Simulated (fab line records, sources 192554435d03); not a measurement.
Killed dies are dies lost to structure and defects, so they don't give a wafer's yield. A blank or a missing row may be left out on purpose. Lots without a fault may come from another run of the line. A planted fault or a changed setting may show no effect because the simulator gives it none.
Split-lot experiment | flow n5_finfet | 7 lots, 21 wafers read, on a route of 1938 steps

THE SPLIT
At N5_BEOL_M7_HM_DEP_02 (deposits TiN, target thk 20 nm), the setting target_thk_a was moved away from the recipe's 200 angstrom on 9 of the 21 wafers read, by -11.4% to +9.7%. The other wafers ran this setting at the recipe's value.

FROM THE SPLIT TO THE READING: what the file shows between them, 12 steps
- N5_BEOL_M7_COAT_05: resist thk 90 nm (also split here: spin_rpm)
- N5_BEOL_M7_EBR_07
- N5_BEOL_M7_SOFTBAKE_06: time 60 s
- N5_BEOL_M7_EXPOSE_08: exposes mask M7
- N5_BEOL_M7_PEB_09: peb time 60 s
- N5_BEOL_M7_DEVELOP_10: develop time 30 s
- N5_BEOL_M7_STRIP_68: strips in N2/H2
- N5_BEOL_M7_STRIP_67: strips in CF4
- N5_BEOL_M7_HM_OPEN_17: chemistry Cl2/BCl3, target TiN, target depth 20 nm, overetch 6 nm
- N5_BEOL_M7_STRIP_19: strips in O2
- N5_BEOL_M7_STRIP_76: strips in C4F6/O2
- N5_BEOL_M7_STRIP_36: strips in N2/H2

THE READING
TiN_of_BEOL_M7_HM_DEP_02.thk_nm (the simulator's own value, which no gauge read), in nm, at N5_BEOL_M7_TRENCH_ETCH_37 (etches SiCOH lowk in C4F6/O2, target depth 93.478 nm, time 31.2 s). The file gives no usual value for it. The 12 wafers here that ran the recipe average 17.4 nm, standard deviation 0.15 nm.

wafer  | tool, chamber at the split | target_thk_a as run, angstrom | against the recipe | TiN_of_BEOL_M7_HM_DEP_02.thk_nm, nm | against lot-mates on the recipe
L077.2 | pvd_sputter-02, -          | 200                           | recipe             | 17.4                                | -
L077.5 | pvd_sputter-02, -          | 200                           | recipe             | 17.6                                | -
L077.6 | pvd_sputter-02, -          | 200                           | recipe             | 17.2                                | -
L080.2 | pvd_sputter-03, -          | 217.1                         | +8.5%              | 18.8                                | +1.2
L080.3 | pvd_sputter-03, -          | 217.1                         | +8.5%              | 19.2                                | +1.6
L080.5 | pvd_sputter-03, -          | 200                           | recipe             | 17.6                                | -
L083.1 | pvd_sputter-01, -          | 200                           | recipe             | 17.4                                | -
L083.6 | pvd_sputter-01, -          | 200                           | recipe             | 17.4                                | -
L083.2 | pvd_sputter-01, -          | 200                           | recipe             | 17.2                                | -
L087.2 | pvd_sputter-01, -          | 200                           | recipe             | 17.2                                | -
L087.3 | pvd_sputter-01, -          | 219.4                         | +9.7%              | 19.2                                | +2.0
L087.6 | pvd_sputter-01, -          | 219.4                         | +9.7%              | 19                                  | +1.8
L088.3 | pvd_sputter-03, -          | 177.2                         | -11.4%             | 15.2                                | -2.2
L088.5 | pvd_sputter-03, -          | 177.2                         | -11.4%             | 15.2                                | -2.2
L088.4 | pvd_sputter-03, -          | 200                           | recipe             | 17.4                                | -
L093.2 | pvd_sputter-03, -          | 178.5                         | -10.8%             | 15.2                                | no lot-mate on the recipe
L093.4 | pvd_sputter-03, -          | 178.5                         | -10.8%             | 15.2                                | no lot-mate on the recipe
L093.6 | pvd_sputter-03, -          | 178.5                         | -10.8%             | 15.4                                | no lot-mate on the recipe
L095.2 | pvd_sputter-01, -          | 200                           | recipe             | 17.4                                | -
L095.4 | pvd_sputter-01, -          | 200                           | recipe             | 17.6                                | -
L095.5 | pvd_sputter-01, -          | 200                           | recipe             | 17.6                                | -

THE FIT
A straight line over all 21 wafers: TiN_of_BEOL_M7_HM_DEP_02.thk_nm changes by +0.19 nm for each +1% of target_thk_a; r = +0.99; the points scatter about the line by 0.16 nm.
The same after taking each lot's own level away (the mean of its wafers on the recipe; 18 wafers): +0.187 nm for each +1%; r = +0.99; scatter 0.14 nm.
On that fit, the largest move of target_thk_a shifts the reading by 2.1 nm.
The lots' own levels span 17.20 to 17.60 nm, that is 2.6 times the standard deviation above.
So the lot-to-lot level changes the slope little: the two slopes agree.
Check: with one of the wafers moved furthest among these (-11.4%) left out of the fit, the line predicts -2.13 nm for it against its lot-mates. It came out at -2.2 nm against them.

OTHER SPLITS ON THESE WAFERS
These wafers also went through other splits before the reading. Each is held against what the fit with the lots' levels taken away leaves over:
other split on the same wafers | wafers away from the commonest value | r with TiN_of_BEOL_M7_HM_DEP_02.thk_nm (lot level and that fit taken away)
N5_BEOL_M4_PECVD_72 time_s     | 7                                    | +0.23
N5_BEOL_M5_VIA_ETCH_34 bias_w  | 6                                    | -0.05
N5_BEOL_M5_ETCH_41 source_w    | 8                                    | +0.35
N5_BEOL_M6_ETCH_66 source_w    | 5                                    | -0.12
N5_BEOL_M7_COAT_05 spin_rpm    | 8                                    | +0.25

THE WHOLE CHAIN: every reading that the file lists as answering this split, in the file's order
step                      | what it does                                                      | reading                                                                          | change (the file's fit)               | r (the file's)
N5_BEOL_M7_HM_DEP_02      | deposits TiN, target thk 20 nm                                    | TiN_of_BEOL_M7_HM_DEP_02.thk_nm (the simulator's own value, which no gauge read) | +0.181 nm for each +1% of the setting | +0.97
N5_BEOL_M7_HM_OPEN_17     | chemistry Cl2/BCl3, target TiN, target depth 20 nm, overetch 6 nm | etch.depth_nm (the simulator's own value, which no gauge read)                   | +0.185 nm for each +1% of the setting | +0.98
N5_BEOL_M7_TRENCH_ETCH_37 | etches SiCOH lowk in C4F6/O2, target depth 93.478 nm, time 31.2 s | TiN_of_BEOL_M7_HM_DEP_02.thk_nm (the simulator's own value, which no gauge read) | +0.187 nm for each +1% of the setting | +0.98

THE FILE'S OWN FIT
TiN_of_BEOL_M7_HM_DEP_02.thk_nm changes by +0.187 nm for each +1% of target_thk_a, r = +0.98.
